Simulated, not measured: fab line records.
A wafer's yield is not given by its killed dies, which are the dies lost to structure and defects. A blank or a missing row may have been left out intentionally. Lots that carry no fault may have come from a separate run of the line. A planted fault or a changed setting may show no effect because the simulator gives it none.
A struck lot beside a sound one + flow n5-finfet + 14 out of 1938 route steps
Sound: these wafers, L529.2, L529.4, L529.6. Struck: wafer L542.2. (L542.1 of the same lot was not struck and is left out.) The cause comes at the end.
Order at every step that has rows: each side's tool, ch and its chambers, its first start. Under that, the readings that differ: sound wafers + struck wafers + difference of the means + sigmas: that difference in standard deviations of wafers without a fault.
alike: same words and numbers on both sides, and readings whose means sit less than 2 such deviations apart. not compared: any withheld reading, any reading some wafer has no value for, any bound like >300 that may hide the same value, and any number with overlapping values for which the record gives no deviation.
Wherever a step has rows on one side only, a row that says differs or no value, or a row with sigmas, the two part there. Numbers that don't overlap but have no deviation are shown without sigmas and don't part them. A reading that every wafer of one side lacks parts them only if that side has two wafers or more.

first, 4 steps without rows for these wafers: N5_BEOL_M11_SOFTBAKE_06 (time 60 s); N5_BEOL_M11_EXPOSE_08 (exposes mask M11); N5_BEOL_M11_PEB_09 (peb time 60 s); N5_BEOL_M11_DEVELOP_10 (develop time 30 s).
N5_BEOL_M11_CD_MEAS_11: target cd 64.1 nm.
  sound on cd-sem-01 ch 0, day 12 12:19; struck on cd-sem-02 ch 0, day 15 08:11
  alike: cd-nm
N5_BEOL_M11_OVL_MEAS_12:
  sound on overlay-02 ch 0, day 12 12:20; struck on overlay-01 ch 0, day 15 08:13
| reading      | sound         | struck | difference | sigmas |
|--------------|---------------|--------|------------|--------|
| M11_OVL (nm) | -0.5 0.5 -0.3 | -1.8   | -1.7       | -2     |
N5_BEOL_M11_INSPECT_13: inspects for defects (brightfield).
  struck on defect-inspect-01, day 15 08:14; sound on defect-inspect-02, day 12 12:22
| reading          | sound       | struck | difference | sigmas |
|------------------|-------------|--------|------------|--------|
| raw-defect-count | 290 305 408 | 566    | +232       | +2     |
N5_BEOL_M11_DESCUM_16: chemistry O2, time 7.9 s.
  sound on rie-diel-05 ch 0,3, day 12 12:24; struck on rie-diel-01 ch 2, day 15 08:17
| reading               | sound          | struck | difference | sigmas |
|-----------------------|----------------|--------|------------|--------|
| oes-product-au (a.u.) | 0.70 0.69 0.70 | 0.85   | +0.15      | +2     |
  alike: drypump-motor-current-A, rf-vpp-V, showerhead-plenum-p-Torr, throttle-valve-pct
  not compared: rf-hours-counter-h
N5_BEOL_M11_ETCH_61: etches SiARC in CF4, target depth 39 nm, time 65 s.
  sound on rie-diel-05 ch 0,3, day 12 12:26; struck on rie-diel-01 ch 2, day 15 08:19
| reading                | sound             | struck | difference | sigmas |
|------------------------|-------------------|--------|------------|--------|
| oes-product-au (a.u.)  | 0.58 0.60 0.58    | 0.71   | +0.12      | +2     |
| rf-vpp-V (V)           | 185.8 183.5 184.7 | 182.1  | -2.6       | -2     |
| throttle-valve-pct (%) | 16.05 15.58 16.04 | 15.29  | -0.60      | -3     |
  alike: drypump-motor-current-A, etch-rf-on-time-s, showerhead-plenum-p-Torr
  not compared: rf-hours-counter-h
N5_BEOL_M11_ETCH_62: etches SOC in N2/H2, target depth 110 nm, overetch 22 nm, time 165 s.
  sound on rie-diel-05 ch 0,3, day 12 12:29; struck on rie-diel-01 ch 2, day 15 08:22
| reading                | sound             | struck | difference | sigmas |
|------------------------|-------------------|--------|------------|--------|
| throttle-valve-pct (%) | 18.20 17.92 18.20 | 17.35  | -0.76      | -3     |
  alike: drypump-motor-current-A, oes-product-au, rf-vpp-V, showerhead-plenum-p-Torr
  not compared: rf-hours-counter-h
then, 1 step without rows for these wafers: N5_BEOL_M11_STRIP_68 (strips in N2/H2).
N5_BEOL_M11_STRIP_67: strips in CF4.
  sound on rie-diel-05 ch 0,3, day 12 12:38; struck on rie-diel-01 ch 2, day 15 08:31
| reading                | sound             | struck | difference | sigmas |
|------------------------|-------------------|--------|------------|--------|
| throttle-valve-pct (%) | 14.01 13.61 14.03 | 13.23  | -0.65      | -3     |
  alike: drypump-motor-current-A, oes-product-au, rf-vpp-V, showerhead-plenum-p-Torr
  not compared: rf-hours-counter-h
N5_BEOL_M11_HM_OPEN_17: chemistry Cl2/BCl3, target TiN, target depth 20 nm, overetch 6 nm.
  sound on rie-metal-01 ch 0,1, day 12 12:40; struck on rie-metal-01 ch 0, day 15 08:33
| reading                                   | sound          | struck | difference | sigmas |
|-------------------------------------------|----------------|--------|------------|--------|
| model.SOC_of_BEOL_M11_COAT_59.thk-nm (nm) | 92.4 92.4 92.6 | 92.8   | +0.3       |        |
  alike: drypump-motor-current-A, oes-product-au, throttle-valve-pct
  not compared: rf-hours-counter-h
N5_BEOL_M11_STRIP_19: strips in O2.
  sound on rie-diel-01 ch 0,2,3, day 12 12:47; struck on rie-diel-03 ch 3, day 15 08:40
| reading                         | sound          | struck | difference | sigmas |
|---------------------------------|----------------|--------|------------|--------|
| showerhead-plenum-p-Torr (Torr) | 2.03 2.06 2.12 | 2.21   | +0.14      | +2     |
  alike: drypump-motor-current-A, oes-product-au, rf-vpp-V, throttle-valve-pct
  not compared: rf-hours-counter-h

## WHERE THEY PART
Last at N5_BEOL_M11_STRIP_19 as far as this record goes, first at N5_BEOL_M11_OVL_MEAS_12.

WHY: the cause the simulator had injected
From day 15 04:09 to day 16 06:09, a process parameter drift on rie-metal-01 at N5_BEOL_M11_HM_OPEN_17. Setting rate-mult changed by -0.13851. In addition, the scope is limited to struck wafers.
